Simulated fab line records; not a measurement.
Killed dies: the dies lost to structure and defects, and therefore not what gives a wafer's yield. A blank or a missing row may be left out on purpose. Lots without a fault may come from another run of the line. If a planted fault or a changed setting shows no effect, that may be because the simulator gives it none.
Which of the tools did it? || flow nand harc || 36 wafers sampled from 12 lots at 1 step of a route of 1302

## WHAT THE GAUGES READ, wafer by wafer
NHARC_A_CONTACT_OVL_MEAS_70.
{"lot": "L075", "measured": "day 22 18:35", "on": "overlay-02", "overlay x nm (nm)": "0.3 0.5 1.0"}
{"lot": "L078", "measured": "day 23 11:05", "on": "overlay-02", "overlay x nm (nm)": "0.0 -0.6 0.0"}
{"lot": "L079", "measured": "day 23 16:18", "on": "overlay-02", "overlay x nm (nm)": "-1.1 -0.3 -0.9"}
{"lot": "L081", "measured": "day 24 13:12", "on": "overlay-02", "overlay x nm (nm)": "0.7 0.3 0.2"}
{"lot": "L083", "measured": "day 26 09:16", "on": "overlay-02", "overlay x nm (nm)": "-0.6 -0.5 -0.7"}
{"lot": "L085", "measured": "day 26 14:31", "on": "overlay-01", "overlay x nm (nm)": "1.2 1.8 1.6"}
{"lot": "L087", "measured": "day 27 18:37", "on": "overlay-02", "overlay x nm (nm)": "0.9 1.0 0.9"}
{"lot": "L089", "measured": "day 28 01:13", "on": "overlay-01", "overlay x nm (nm)": "0.6 0.8 0.6"}
{"lot": "L091", "measured": "day 28 22:28", "on": "overlay-02", "overlay x nm (nm)": "-0.7 -1.0 -0.5"}
{"lot": "L093", "measured": "day 29 13:34", "on": "overlay-01", "overlay x nm (nm)": "-0.5 -0.9 -0.3"}
{"lot": "L096", "measured": "day 30 06:41", "on": "overlay-01", "overlay x nm (nm)": "0.1 0.1 0.3"}
{"lot": "L097", "measured": "day 31 09:29", "on": "overlay-01", "overlay x nm (nm)": "0.5 0.8 0.5"}

## WHICH TOOL RAN EACH LOT (tool, then ch and the chambers of the sampled wafers, then the start)
The record holds no process step before these readings.

## THE ANSWER, worked out from the rows above alone
Rule: the usual values come from the lots themselves. Put in order of their means at a reading, lots are off if they are a third of the lots or fewer, leave a main group of 4 or more, and stand apart from it by a gap of 3 or more times the standard deviation of the main group's means; of several such gaps the widest counts. Not used: any main group whose means are identical at the precision the tables above print for the reading. Also off: a lot with no number at a reading for which 4 or more lots have one. Where the step has rows for the other lots, those lots are counted as sound.
Across all readings shown, no lot is off: no conclusion can be drawn from this.

## WHAT HAD BEEN PUT IN BY THE SIMULATOR
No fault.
